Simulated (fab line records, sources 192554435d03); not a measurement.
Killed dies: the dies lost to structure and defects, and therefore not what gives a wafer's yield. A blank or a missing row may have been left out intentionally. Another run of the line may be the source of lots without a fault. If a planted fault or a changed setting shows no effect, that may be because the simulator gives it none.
fab line records	flow n5_finfet
record: lots: 24	wafers: 72	last_day: 17
route steps=1938 shown ILD0@341 SDB@356
lots that met no fault: from a run of the same line without faults
start_h: hours from the record's opening day to when the first of the lot's shown wafers began	wait_h: how many hours have passed since the lot's step before this one	" as in the row above	L1.1+2: one row covering several wafers at once	- value missing, or start not given	* or withheld: withheld	< > ~ a bound
route shown NAME@n: names a module that has steps shown in the file, with the first one's number in the route	usual: the fault-free wafers' mean and standard deviation	same: alike in all rows	chamber/n: place in a boat	sites: the reading at each site	_std_site: standard deviation of those values	_edge_site: inner sites' mean taken away from outer sites' mean	radius_mm: for every site, how far away it sits from the centre of the wafer	mask NAME#n: copy n	behind: the last tool/chamber to shape the wafer	hold: cause of the lot's hold/its duration in hours/its outcome	device: the n, p or np transistor that did not switch	end of line: at the end of the route, the tests of the same wafers	a step given without rows: its recipe and nothing more	killed: dies that structure and defects cost at the first sort, which is not the same as the wafer's yield	map: a wafer's dies, marking killed ones x, the rest . and places with no die _
set.NAME: the run value of the setting; set.NAME@STEP: its run value at that earlier step	model.NAME: the simulator's own value behind a step, which no gauge read
steps of the route over a sample of lots; a table a step, a row a wafer
services: a tool's chamber out of use, with start hour (start_h, from the record's first day; less than 0 if before it), hours out, and reason
== steps ==
step: N5_ILD0_THK_MEAS_08
usual: thk_nm: 138.9/1
lot.wafer	tool	chamber	start_h	wait_h	thk_nm
L074.2	film_metro-02	-	67.35	-	140.4
L074.3	"	-	"	"	139.0
L074.4	"	-	"	"	138.5
L075.1	film_metro-02	-	68.71	-	140.1
L075.4	"	-	"	"	138.8
L075.5	"	-	"	"	138.1
L076.3	film_metro-02	-	75.25	-	139.3
L076.5	"	-	"	"	139.4
L076.6	"	-	"	"	139.0
L077.2	film_metro-02	-	79.66	-	137.7
L077.3	"	-	"	"	138.7
L077.4	"	-	"	"	138.5
L078.1	film_metro-01	-	86.61	-	138.7
L078.4	"	-	"	"	139.4
L078.5	"	-	"	"	138.3
L079.1	film_metro-02	-	93.63	-	138.7
L079.4	"	-	"	"	138.5
L079.6	"	-	"	"	138.0
L080.3	film_metro-02	-	97.94	-	140.7
L080.4	"	-	"	"	139.5
L080.5	"	-	"	"	139.0
L081.3	film_metro-01	-	105.08	-	140.2
L081.5	"	-	"	"	140.5
L081.6	"	-	"	"	140.3
L082.1	film_metro-01	-	110.05	-	137.9
L082.4	"	-	"	"	139.2
L082.6	"	-	"	"	138.8
L083.1	film_metro-02	-	116.41	-	138.1
L083.4	"	-	"	"	137.9
L083.5	"	-	"	"	138.9
L084.1	film_metro-01	-	122.58	-	138.5
L084.2	"	-	"	"	137.8
L084.6	"	-	"	"	139.1
L085.3	film_metro-01	-	127.77	-	140.2
L085.5	"	-	"	"	139.4
L085.6	"	-	"	"	139.2
L086.1	film_metro-02	-	138.50	-	140.0
L086.5	"	-	"	"	139.2
L086.6	"	-	"	"	139.5
L087.1	film_metro-02	-	141.00	-	137.8
L087.2	"	-	"	"	139.0
L087.3	"	-	"	"	139.2
L088.2	film_metro-01	-	149.95	-	139.6
L088.5	"	-	"	"	139.2
L088.6	"	-	"	"	139.9
L089.1	film_metro-02	-	152.00	-	139.4
L089.4	"	-	"	"	140.0
L089.6	"	-	"	"	138.1
L090.2	film_metro-02	-	156.93	-	139.3
L090.3	"	-	"	"	139.1
L090.6	"	-	"	"	141.5
L091.1	film_metro-02	-	164.38	-	137.7
L091.2	"	-	"	"	137.4
L091.3	"	-	"	"	136.9
L092.2	film_metro-02	-	174.25	-	138.4
L092.4	"	-	"	"	136.7
L092.5	"	-	"	"	138.8
L093.1	film_metro-02	-	178.70	-	138.7
L093.5	"	-	"	"	138.8
L093.6	"	-	"	"	138.7
L094.1	film_metro-01	-	185.17	-	138.1
L094.3	"	-	"	"	137.9
L094.4	"	-	"	"	138.3
L095.2	film_metro-02	-	187.72	-	141.0
L095.4	"	-	"	"	140.4
L095.5	"	-	"	"	140.4
L096.1	film_metro-01	-	198.91	-	137.4
L096.3	"	-	"	"	137.8
L096.6	"	-	"	"	137.9
L097.3	film_metro-02	-	199.56	-	137.1
L097.4	"	-	"	"	136.6
L097.6	"	-	"	"	137.5
step: N5_ILD0_CMP_12
recipe: stop_on: poly-Si	material: SiNx	t_overpolish_s: 6	post_cmp_clean: alkaline_brush	down_force_psi: 2.5	platen_rpm: 51.8	pad_velocity_m_s: 1.0307	target_thk_nm: 17.67
usual: motor_current_A: 9.4/1	overpolish_run_s: 6.001/0.0087	time_to_endpoint_s: 29.0/2.3
lot.wafer	tool	chamber	start_h	wait_h	motor_current_A	overpolish_run_s	time_to_endpoint_s
L074.3	cmp-02	0	70.26	1.1	7.5	6.009	24.9
L074.2	"	2	"	"	8.8	5.989	27.6
L074.4	"	3	"	"	8.2	6.001	27.0
L075.1	cmp-04	1	71.63	1.1	10.0	6.003	30.1
L075.4	"	0	"	"	7.8	6.011	26.5
L075.5	"	2	"	"	10.3	5.997	27.7
L076.3	cmp-03	2	78.55	1.3	10.5	6.012	31.7
L076.6	"	3	"	"	9.1	6.007	32.3
L076.5	"	0	"	"	9.4	6.003	32.7
L077.4	cmp-02	2	82.58	1.1	8.3	6.004	30.1
L077.2	"	3	"	"	8.8	6.007	33.5
L077.3	"	0	"	"	7.9	5.990	31.4
L078.1	cmp-03	1	89.60	1.2	10.0	6.000	29.8
L078.4	"	2	"	"	10.5	5.990	31.8
L078.5	"	3	"	"	10.0	6.009	28.2
L079.4	cmp-04	0	96.84	1.2	7.8	5.982	29.6
L079.1	"	1	"	"	10.7	5.990	31.0
L079.6	"	3	"	"	10.2	6.019	27.4
L080.4	cmp-03	2	101.86	0.0	10.5	6.005	30.6
L080.3	"	1	"	"	9.5	5.995	28.1
L080.5	"	3	"	"	8.9	5.984	30.0
L081.3	cmp-02	3	108.08	1.2	8.6	5.990	33.2
L081.5	"	1	"	"	10.2	6.001	32.8
L081.6	"	2	"	"	8.3	6.002	30.6
L082.4	cmp-04	1	113.02	1.2	10.3	6.005	24.8
L082.1	"	3	"	"	10.1	5.990	25.3
L082.6	"	0	"	"	8.0	5.994	25.3
L083.1	cmp-04	1	119.46	1.2	10.8	6.007	28.5
L083.4	"	2	"	"	11.1	6.015	28.5
L083.5	"	0	"	"	8.1	5.999	29.6
L084.1	cmp-02	1	125.50	1.1	10.4	6.002	29.2
L084.2	"	2	"	"	8.5	6.005	32.4
L084.6	"	1	"	"	10.5	5.999	28.1
L085.3	cmp-04	0	130.73	1.2	8.0	6.000	25.8
L085.5	"	3	"	"	10.0	5.996	26.9
L085.6	"	0	"	"	7.9	6.000	24.7
L086.1	cmp-04	1	141.53	1.2	10.2	5.976	29.0
L086.6	"	2	"	"	10.6	5.989	26.7
L086.5	"	3	"	"	10.0	5.994	28.6
L087.1	cmp-03	1	143.92	1.1	10.1	6.002	28.8
L087.3	"	3	"	"	9.1	6.004	28.7
L087.2	"	0	"	"	8.9	5.988	30.4
L088.2	cmp-02	3	152.90	1.2	8.4	5.997	31.0
L088.5	"	2	"	"	8.7	6.002	30.1
L088.6	"	3	"	"	8.5	5.998	32.4
L089.1	cmp-02	1	154.92	1.1	9.8	6.005	31.1
L089.4	"	0	"	"	8.0	6.001	31.2
L089.6	"	2	"	"	8.4	6.009	33.0
L090.2	cmp-02	0	159.93	1.2	7.5	5.998	29.0
L090.3	"	3	"	"	8.6	5.993	28.8
L090.6	"	1	"	"	10.9	5.995	27.1
L091.3	cmp-03	3	167.30	1.1	9.4	5.992	30.5
L091.1	"	0	"	"	8.8	5.992	29.4
L091.2	"	2	"	"	9.9	5.991	33.2
L092.4	cmp-04	1	177.24	1.2	10.6	6.003	27.5
L092.2	"	2	"	"	10.0	6.018	27.9
L092.5	"	3	"	"	9.7	6.001	25.0
L093.1	cmp-04	3	181.91	1.2	9.8	5.998	27.8
L093.5	"	1	"	"	10.1	5.998	29.8
L093.6	"	2	"	"	10.5	6.009	28.7
L094.4	cmp-03	0	188.09	1.1	9.6	6.001	29.1
L094.1	"	1	"	"	9.8	6.002	29.7
L094.3	"	2	"	"	10.3	5.998	33.6
L095.2	cmp-04	1	190.67	1.2	11.2	6.001	27.2
L095.4	"	2	"	"	10.1	6.015	23.1
L095.5	"	0	"	"	7.8	6.016	24.1
L096.1	cmp-02	2	202.15	1.4	9.0	6.008	29.9
L096.3	"	3	"	"	8.6	6.001	28.1
L096.6	"	2	"	"	8.6	6.013	26.7
L097.3	cmp-02	0	202.51	1.2	7.7	5.987	27.1
L097.4	"	1	"	"	10.3	5.994	27.5
L097.6	"	0	"	"	7.7	6.008	28.7
step: N5_ILD0_INSPECT_06
recipe: inspect_instrument: darkfield	mode: post_cmp
usual: raw_defect_count: 35/17
lot.wafer	tool	chamber	start_h	wait_h	raw_defect_count
L074.2	defect_inspect-01	-	70.58	0.0	46
L074.3	"	-	"	"	40
L074.4	"	-	"	"	37
L075.1	defect_inspect-02	-	72.23	0.0	58
L075.4	"	-	"	"	26
L075.5	"	-	"	"	19
L076.3	defect_inspect-02	-	78.76	0.0	35
L076.5	"	-	"	"	23
L076.6	"	-	"	"	41
L077.2	defect_inspect-01	-	82.90	0.0	27
L077.3	"	-	"	"	10
L077.4	"	-	"	"	29
L078.1	defect_inspect-02	-	89.84	0.0	35
L078.4	"	-	"	"	36
L078.5	"	-	"	"	24
L079.1	defect_inspect-02	-	97.09	0.0	16
L079.4	"	-	"	"	22
L079.6	"	-	"	"	33
L080.3	defect_inspect-02	-	102.18	0.0	25
L080.4	"	-	"	"	20
L080.5	"	-	"	"	33
L081.3	defect_inspect-02	-	108.32	0.0	21
L081.5	"	-	"	"	33
L081.6	"	-	"	"	38
L082.1	defect_inspect-02	-	113.31	0.0	34
L082.4	"	-	"	"	31
L082.6	"	-	"	"	32
L083.1	defect_inspect-02	-	119.70	0.0	38
L083.4	"	-	"	"	55
L083.5	"	-	"	"	27
L084.1	defect_inspect-01	-	125.82	0.0	46
L084.2	"	-	"	"	41
L084.6	"	-	"	"	45
L085.3	defect_inspect-02	-	131.01	0.0	44
L085.5	"	-	"	"	37
L085.6	"	-	"	"	37
L086.1	defect_inspect-02	-	141.74	0.0	52
L086.5	"	-	"	"	49
L086.6	"	-	"	"	67
L087.1	defect_inspect-01	-	144.24	0.0	33
L087.2	"	-	"	"	26
L087.3	"	-	"	"	29
L088.2	defect_inspect-01	-	153.19	0.0	21
L088.5	"	-	"	"	17
L088.6	"	-	"	"	27
L089.1	defect_inspect-01	-	155.24	0.0	94
L089.4	"	-	"	"	72
L089.6	"	-	"	"	47
L090.2	defect_inspect-01	-	160.25	0.0	30
L090.3	"	-	"	"	31
L090.6	"	-	"	"	13
L091.1	defect_inspect-02	-	167.63	0.0	19
L091.2	"	-	"	"	37
L091.3	"	-	"	"	29
L092.2	defect_inspect-02	-	177.49	0.0	17
L092.4	"	-	"	"	37
L092.5	"	-	"	"	15
L093.1	defect_inspect-01	-	182.16	0.0	11
L093.5	"	-	"	"	15
L093.6	"	-	"	"	15
L094.1	defect_inspect-01	-	188.41	0.0	14
L094.3	"	-	"	"	30
L094.4	"	-	"	"	35
L095.2	defect_inspect-01	-	190.95	0.0	38
L095.4	"	-	"	"	52
L095.5	"	-	"	"	45
L096.1	defect_inspect-02	-	202.43	0.0	18
L096.3	"	-	"	"	85
L096.6	"	-	"	"	22
L097.3	defect_inspect-01	-	202.79	0.0	47
L097.4	"	-	"	"	33
L097.6	"	-	"	"	45
step: N5_SDB_CD_MEAS_11
recipe: target_cd_nm: 50	landing_energy_ev: 500	detector: se_inlens	polarity: opening
usual: cd_nm: 49.9/0.91
lot.wafer	tool	chamber	start_h	wait_h	cd_nm
L074.2	cd_sem-03	0	71.07	-	49.4
L074.3	"	0	"	"	50.6
L074.4	"	0	"	"	50.5
L075.1	cd_sem-01	0	72.73	-	49.7
L075.4	"	0	"	"	48.3
L075.5	"	0	"	"	48.7
L076.3	cd_sem-02	0	79.12	-	50.1
L076.5	"	0	"	"	50.1
L076.6	"	0	"	"	49.5
L077.2	cd_sem-02	0	83.39	-	50.3
L077.3	"	0	"	"	49.9
L077.4	"	0	"	"	50.9
L078.1	cd_sem-01	0	90.33	-	48.5
L078.4	"	0	"	"	49.4
L078.5	"	0	"	"	49.6
L079.1	cd_sem-02	0	97.57	-	49.7
L079.4	"	0	"	"	48.7
L079.6	"	0	"	"	49.6
L080.3	cd_sem-03	0	102.57	-	49.3
L080.4	"	0	"	"	49.3
L080.5	"	0	"	"	49.5
L081.3	cd_sem-03	0	108.81	-	49.6
L081.5	"	0	"	"	49.3
L081.6	"	0	"	"	50.1
L082.1	cd_sem-02	0	113.82	-	48.4
L082.4	"	0	"	"	49.9
L082.6	"	0	"	"	49.4
L083.1	cd_sem-02	0	120.19	-	50.0
L083.4	"	0	"	"	48.6
L083.5	"	0	"	"	48.7
L084.1	cd_sem-01	0	126.31	-	51.3
L084.2	"	0	"	"	50.3
L084.6	"	0	"	"	51.3
L085.3	cd_sem-02	0	131.50	-	50.5
L085.5	"	0	"	"	51.1
L085.6	"	0	"	"	51.3
L086.1	cd_sem-01	0	142.22	-	49.7
L086.5	"	0	"	"	49.7
L086.6	"	0	"	"	48.9
L087.1	cd_sem-03	0	144.73	-	49.0
L087.2	"	0	"	"	49.2
L087.3	"	0	"	"	49.1
L088.2	cd_sem-03	0	153.68	-	50.7
L088.5	"	0	"	"	51.2
L088.6	"	0	"	"	51.6
L089.1	cd_sem-02	0	155.60	-	50.2
L089.4	"	0	"	"	50.5
L089.6	"	0	"	"	51.1
L090.2	cd_sem-03	0	160.61	-	51.5
L090.3	"	0	"	"	52.0
L090.6	"	0	"	"	50.9
L091.1	cd_sem-03	0	168.12	-	49.8
L091.2	"	0	"	"	49.8
L091.3	"	0	"	"	50.8
L092.2	cd_sem-02	0	177.98	-	51.1
L092.4	"	0	"	"	50.8
L092.5	"	0	"	"	50.5
L093.1	cd_sem-01	0	182.52	-	49.9
L093.5	"	0	"	"	49.9
L093.6	"	0	"	"	49.5
L094.1	cd_sem-01	0	188.77	-	50.6
L094.3	"	0	"	"	49.3
L094.4	"	0	"	"	49.7
L095.2	cd_sem-03	0	191.32	-	49.6
L095.4	"	0	"	"	50.2
L095.5	"	0	"	"	49.7
L096.1	cd_sem-01	0	202.92	-	49.9
L096.3	"	0	"	"	48.9
L096.6	"	0	"	"	48.0
L097.3	cd_sem-03	0	203.31	-	49.4
L097.4	"	0	"	"	50.2
L097.6	"	0	"	"	48.9
step: N5_SDB_STRIP_21
recipe: chemistry: CF4	resist: SiARC	power_w: 300	bias_power_w: 75	pressure_mtorr: 50	cf4_flow_sccm: 150	rf_frequency_hz: 6e+07
usual: bias_power_w: 75.00/0.21	drypump_motor_current_A: 5.9/0.42	oes_product_au: 0.79/0.087	rf_vpp_V: 271.4/1.5	showerhead_plenum_p_Torr: 1.80/0.065	throttle_valve_pct: 13.46/0.22
lot.wafer	tool	chamber	start_h	wait_h	bias_power_w	drypump_motor_current_A	oes_product_au	rf_hours_counter_h	rf_vpp_V	showerhead_plenum_p_Torr	throttle_valve_pct
L074.2	rie_diel-06	1	71.83	0.0	74.76	6.4	0.92	26	273.0	1.91	13.38
L074.3	"	2	"	"	75.34	5.6	0.79	113	269.3	1.73	13.54
L074.4	"	1	"	"	74.88	6.4	0.91	-	273.9	1.91	13.37
L075.1	rie_diel-06	3	73.02	0.0	74.97	6.6	0.71	190	270.2	1.71	13.32
L075.4	"	1	"	"	75.00	6.5	0.91	-	273.3	1.91	13.39
L075.5	"	2	"	"	75.13	5.6	0.79	-	270.2	1.73	13.54
L076.3	rie_diel-06	3	79.41	0.0	74.80	6.6	0.70	192	268.9	1.71	13.33
L076.5	"	3	"	"	75.15	6.6	0.71	-	270.9	1.71	13.32
L076.6	"	2	"	"	74.74	5.6	0.79	-	269.0	1.73	13.53
L077.2	rie_diel-06	2	83.68	0.0	74.92	5.6	0.79	118	270.8	1.73	13.55
L077.3	"	1	"	"	74.95	6.4	0.91	31	274.2	1.90	13.37
L077.4	"	1	"	"	74.95	6.5	0.90	-	273.8	1.90	13.37
L078.1	rie_diel-04	1	90.67	0.0	75.11	6.0	0.89	29	272.0	1.83	13.10
L078.4	"	2	"	"	75.04	5.9	0.84	58	270.5	1.82	13.59
L078.5	"	3	"	"	75.02	5.6	0.69	-	272.6	1.84	13.64
L079.1	rie_diel-05	1	97.87	0.0	74.91	5.7	0.76	104	273.3	1.88	13.37
L079.4	"	0	"	"	74.65	5.1	0.69	245	270.6	1.70	13.96
L079.6	"	1	"	"	74.92	5.7	0.76	-	272.3	1.88	13.36
L080.3	rie_diel-04	1	102.86	0.0	75.05	6.0	0.88	33	272.8	1.83	13.12
L080.4	"	0	"	"	74.85	5.4	0.90	21	271.5	1.83	13.40
L080.5	"	3	"	"	75.15	5.6	0.69	-	273.0	1.84	13.67
L081.3	rie_diel-05	0	110.27	0.0	74.95	5.0	0.69	251	269.1	1.70	13.97
L081.5	"	0	"	"	74.73	5.1	0.70	-	268.1	1.70	13.99
L081.6	"	1	"	"	74.87	5.6	0.76	-	272.0	1.88	13.36
L082.1	rie_diel-05	1	114.12	0.0	75.26	5.7	0.76	110	271.8	1.88	13.36
L082.4	"	3	"	"	75.09	5.9	0.68	-	269.2	1.77	13.77
L082.6	"	1	"	"	74.92	5.6	0.75	-	273.3	1.88	13.37
L083.1	rie_diel-06	3	120.49	0.0	74.87	6.6	0.70	212	268.4	1.71	13.37
L083.4	"	2	"	"	74.97	5.6	0.77	-	269.8	1.73	13.58
L083.5	"	3	"	"	74.85	6.6	0.69	-	269.4	1.71	13.38
L084.1	rie_diel-05	3	126.60	0.0	75.15	5.9	0.68	221	272.1	1.77	13.76
L084.2	"	1	"	"	75.04	5.7	0.75	116	272.5	1.88	13.39
L084.6	"	2	"	"	74.92	5.8	0.95	-	272.4	1.84	12.96
L085.3	rie_diel-04	0	131.79	0.0	74.95	5.4	0.88	33	269.4	1.83	13.43
L085.5	"	3	"	"	75.00	5.6	0.68	-	272.8	1.83	13.70
L085.6	"	0	"	"	74.98	5.5	0.88	-	272.1	1.83	13.43
L086.1	rie_diel-05	2	142.52	0.0	75.05	5.8	0.93	9	272.7	1.83	12.97
L086.5	"	3	"	"	74.64	5.9	0.66	-	268.0	1.77	13.81
L086.6	"	0	"	"	75.10	5.0	0.93	-	273.2	1.90	13.41
L087.1	rie_diel-04	1	145.04	0.0	75.17	6.0	0.86	46	271.5	1.83	13.15
L087.2	"	0	"	"	74.85	5.4	0.87	40	272.4	1.83	13.42
L087.3	"	2	"	"	74.42	5.9	0.81	80	271.5	1.81	13.66
L088.2	rie_diel-06	3	153.97	0.0	75.00	6.6	0.69	224	268.7	1.70	13.41
L088.5	"	0	"	"	75.30	5.9	0.73	-	271.3	1.79	13.43
L088.6	"	3	"	"	74.61	6.6	0.69	-	269.2	1.70	13.41
L089.1	rie_diel-06	2	156.24	0.0	75.02	5.6	0.77	148	270.0	1.73	13.61
L089.4	"	1	"	"	75.16	6.4	0.86	62	271.8	1.90	13.46
L089.6	"	0	"	"	75.02	5.9	0.73	-	272.3	1.79	13.45
L090.2	rie_diel-06	2	160.91	0.0	74.98	5.6	0.76	149	269.1	1.73	13.61
L090.3	"	3	"	"	75.24	6.6	0.69	227	269.4	1.70	13.41
L090.6	"	2	"	"	75.06	5.6	0.76	-	270.0	1.72	13.61
L091.1	rie_diel-05	2	168.52	0.0	75.02	5.8	0.91	19	271.5	1.83	13.01
L091.2	"	3	"	"	75.07	5.9	0.66	240	270.8	1.77	13.82
L091.3	"	1	"	"	74.71	5.6	0.73	134	271.7	1.87	13.42
L092.2	rie_diel-04	2	178.27	0.0	75.09	5.9	0.80	91	271.7	1.81	13.68
L092.4	"	0	"	"	74.73	5.4	0.86	50	272.2	1.83	13.47
L092.5	"	1	"	"	75.04	6.0	0.84	-	271.0	1.83	13.18
L093.1	rie_diel-06	3	183.49	0.0	74.76	6.6	0.68	236	269.1	1.70	13.43
L093.5	"	3	"	"	74.66	6.6	0.67	-	269.5	1.70	13.42
L093.6	"	2	"	"	75.12	5.6	0.76	-	269.6	1.72	13.64
L094.1	rie_diel-04	1	189.06	0.0	74.80	6.0	0.83	61	272.1	1.82	13.20
L094.3	"	3	"	"	74.92	5.6	0.92	10	274.2	1.83	13.14
L094.4	"	3	"	"	75.29	5.6	0.91	-	271.5	1.83	13.16
L095.2	rie_diel-04	1	191.61	0.0	75.02	6.0	0.84	62	270.9	1.82	13.21
L095.4	"	3	"	"	75.29	5.6	0.91	-	271.9	1.83	13.16
L095.5	"	1	"	"	74.91	6.0	0.84	-	271.5	1.82	13.18
L096.1	rie_diel-04	0	203.21	0.0	75.26	5.4	0.85	55	272.4	1.82	13.49
L096.3	"	2	"	"	74.88	5.9	0.79	101	270.7	1.81	13.71
L096.6	"	0	"	"	75.16	5.4	0.85	-	272.2	1.82	13.48
L097.3	rie_diel-05	1	204.02	0.0	75.45	5.7	0.73	144	272.5	1.87	13.44
L097.4	"	2	"	"	74.98	5.8	0.88	29	270.7	1.83	13.02
L097.6	"	3	"	"	74.97	5.9	0.66	-	272.4	1.77	13.84
step: N5_SDB_HM_OPEN_20
recipe: chemistry: CH3F/O2	target: SiNx	mask_material: SOC	target_depth_a: 240	stop_on: poly-Si	over_etch_frac: 0.4	ion_energy_ev: 120	pressure_mtorr: 30	source_w: 395	bias_w: 73	Ar_flow_sccm: 150	CH3F_flow_sccm: 30	O2_flow_sccm: 20
usual: drypump_motor_current_A: 5.9/0.43	oes_product_au: 0.66/0.074	rf_vpp_V: 298.3/2.9	showerhead_plenum_p_Torr: 2.01/0.076	throttle_valve_pct: 16.21/0.23
lot.wafer	tool	chamber	start_h	wait_h	drypump_motor_current_A	oes_product_au	rf_hours_counter_h	rf_vpp_V	showerhead_plenum_p_Torr	throttle_valve_pct
L074.2	rie_diel-06	1	71.85	0.0	6.5	0.75	26	299.1	2.13	16.15
L074.3	"	2	"	"	5.6	0.65	113	294.9	1.93	16.29
L074.4	"	1	"	"	6.5	0.77	-	298.1	2.13	16.14
L075.1	rie_diel-06	3	73.04	0.0	6.6	0.58	190	296.4	1.90	16.03
L075.4	"	1	"	"	6.5	0.76	-	297.2	2.13	16.14
L075.5	"	2	"	"	5.6	0.66	-	297.7	1.93	16.30
L076.3	rie_diel-06	3	79.43	0.0	6.6	0.57	192	295.7	1.90	16.04
L076.5	"	3	"	"	6.6	0.58	-	296.7	1.90	16.02
L076.6	"	2	"	"	5.6	0.66	-	294.3	1.93	16.28
L077.2	rie_diel-06	2	83.70	0.0	5.6	0.65	118	297.3	1.93	16.30
L077.3	"	1	"	"	6.4	0.74	31	297.5	2.12	16.16
L077.4	"	1	"	"	6.4	0.75	-	296.3	2.12	16.14
L078.1	rie_diel-04	1	90.69	0.0	6.0	0.74	29	299.0	2.04	15.85
L078.4	"	2	"	"	5.9	0.70	58	299.6	2.03	16.40
L078.5	"	3	"	"	5.5	0.59	-	300.9	2.06	16.36
L079.1	rie_diel-05	1	97.89	0.0	5.6	0.63	104	303.1	2.10	16.10
L079.4	"	0	"	"	5.1	0.58	245	293.3	1.89	16.71
L079.6	"	1	"	"	5.6	0.64	-	300.3	2.10	16.09
L080.3	rie_diel-04	1	102.88	0.0	6.0	0.72	33	299.1	2.04	15.87
L080.4	"	0	"	"	5.4	0.76	21	303.5	2.05	16.17
L080.5	"	3	"	"	5.6	0.58	-	301.1	2.05	16.37
L081.3	rie_diel-05	0	110.29	0.0	5.0	0.57	251	292.5	1.89	16.72
L081.5	"	0	"	"	5.0	0.58	-	293.3	1.89	16.73
L081.6	"	1	"	"	5.7	0.64	-	300.7	2.10	16.10
L082.1	rie_diel-05	1	114.14	0.0	5.6	0.62	110	302.2	2.10	16.10
L082.4	"	3	"	"	5.9	0.57	-	300.0	1.98	16.49
L082.6	"	1	"	"	5.6	0.63	-	302.3	2.10	16.11
L083.1	rie_diel-06	3	120.51	0.0	6.6	0.58	212	295.9	1.89	16.06
L083.4	"	2	"	"	5.6	0.66	-	295.3	1.92	16.33
L083.5	"	3	"	"	6.6	0.58	-	297.5	1.89	16.05
L084.1	rie_diel-05	3	126.62	0.0	5.9	0.56	221	299.2	1.98	16.51
L084.2	"	1	"	"	5.7	0.63	116	300.1	2.10	16.11
L084.6	"	2	"	"	5.8	0.80	-	297.0	2.04	15.67
L085.3	rie_diel-04	0	131.81	0.0	5.4	0.72	33	306.3	2.04	16.17
L085.5	"	3	"	"	5.6	0.57	-	299.2	2.05	16.41
L085.6	"	0	"	"	5.5	0.74	-	304.3	2.04	16.20
L086.1	rie_diel-05	2	142.54	0.0	5.8	0.77	9	297.8	2.04	15.68
L086.5	"	3	"	"	5.9	0.56	-	298.1	1.98	16.53
L086.6	"	0	"	"	5.0	0.79	-	298.0	2.14	16.23
L087.1	rie_diel-04	1	145.06	0.0	6.0	0.71	46	298.2	2.04	15.91
L087.2	"	0	"	"	5.4	0.72	40	304.7	2.04	16.20
L087.3	"	2	"	"	5.9	0.67	80	302.0	2.02	16.45
L088.2	rie_diel-06	3	153.99	0.0	6.6	0.56	224	296.4	1.89	16.07
L088.5	"	0	"	"	5.9	0.61	-	294.1	2.00	16.17
L088.6	"	3	"	"	6.6	0.56	-	296.6	1.89	16.08
L089.1	rie_diel-06	2	156.26	0.0	5.6	0.63	148	295.4	1.92	16.37
L089.4	"	1	"	"	6.4	0.72	62	298.3	2.11	16.22
L089.6	"	0	"	"	5.9	0.63	-	293.9	2.00	16.17
L090.2	rie_diel-06	2	160.93	0.0	5.6	0.63	149	296.3	1.92	16.35
L090.3	"	3	"	"	6.6	0.56	227	296.1	1.89	16.08
L090.6	"	2	"	"	5.6	0.62	-	294.5	1.92	16.36
L091.1	rie_diel-05	2	168.54	0.0	5.8	0.75	19	296.9	2.04	15.73
L091.2	"	3	"	"	5.9	0.55	240	299.3	1.97	16.54
L091.3	"	1	"	"	5.7	0.60	134	301.3	2.09	16.15
L092.2	rie_diel-04	2	178.29	0.0	5.9	0.65	91	298.5	2.02	16.48
L092.4	"	0	"	"	5.4	0.72	50	304.4	2.04	16.23
L092.5	"	1	"	"	6.0	0.69	-	299.8	2.04	15.91
L093.1	rie_diel-06	3	183.51	0.0	6.6	0.55	236	295.2	1.89	16.11
L093.5	"	3	"	"	6.6	0.56	-	295.9	1.89	16.10
L093.6	"	2	"	"	5.6	0.63	-	294.5	1.92	16.37
L094.1	rie_diel-04	1	189.08	0.0	6.0	0.68	61	299.7	2.03	15.93
L094.3	"	3	"	"	5.6	0.76	10	299.5	2.05	15.93
L094.4	"	3	"	"	5.6	0.76	-	297.9	2.05	15.95
L095.2	rie_diel-04	1	191.63	0.0	6.0	0.69	62	297.9	2.03	15.93
L095.4	"	3	"	"	5.6	0.78	-	299.0	2.05	15.94
L095.5	"	1	"	"	6.0	0.70	-	299.7	2.03	15.94
L096.1	rie_diel-04	0	203.23	0.0	5.4	0.71	55	304.1	2.03	16.23
L096.3	"	2	"	"	5.9	0.65	101	300.2	2.02	16.50
L096.6	"	0	"	"	5.4	0.72	-	303.8	2.03	16.26
L097.3	rie_diel-05	1	204.04	0.0	5.7	0.61	144	301.0	2.09	16.15
L097.4	"	2	"	"	5.8	0.74	29	298.2	2.03	15.73
L097.6	"	3	"	"	5.9	0.55	-	298.1	1.97	16.56
== services ==
tool	chamber	start_h	hours	kind
cmp-04	-	49.55	4.0	pm
cmp-03	-	62.76	1.4	repair
cmp-04	-	81.23	0.3	repair
cmp-04	-	87.50	0.6	repair
cmp-04	-	88.29	5.5	pm
cmp-04	-	100.79	0.7	repair
rie_diel-04	1	104.02	9.3	repair
rie_diel-05	2	104.20	-	clean
rie_diel-05	2	104.20	-	consumable_replace:focus_ring
cmp-04	-	104.28	4.8	pm
cmp-02	-	118.16	4.0	pm
rie_diel-05	2	132.80	6.0	repair
rie_diel-04	3	137.04	-	clean
rie_diel-04	3	137.04	-	consumable_replace:focus_ring
rie_diel-04	3	137.04	17.2	scheduled_down
rie_diel-04	3	137.04	17.2	vent_cycle
cmp-03	-	148.96	0.9	repair
cmp-04	-	159.52	1.4	repair
cmp-04	-	171.25	1.6	repair
cmp-04	-	189.08	0.5	repair
cmp-03	-	193.33	4.0	pm
cmp-03	-	197.70	1.8	repair
cmp-03	-	200.88	9.4	pm
cmp-04	-	200.94	6.7	repair
== key ==
fault none
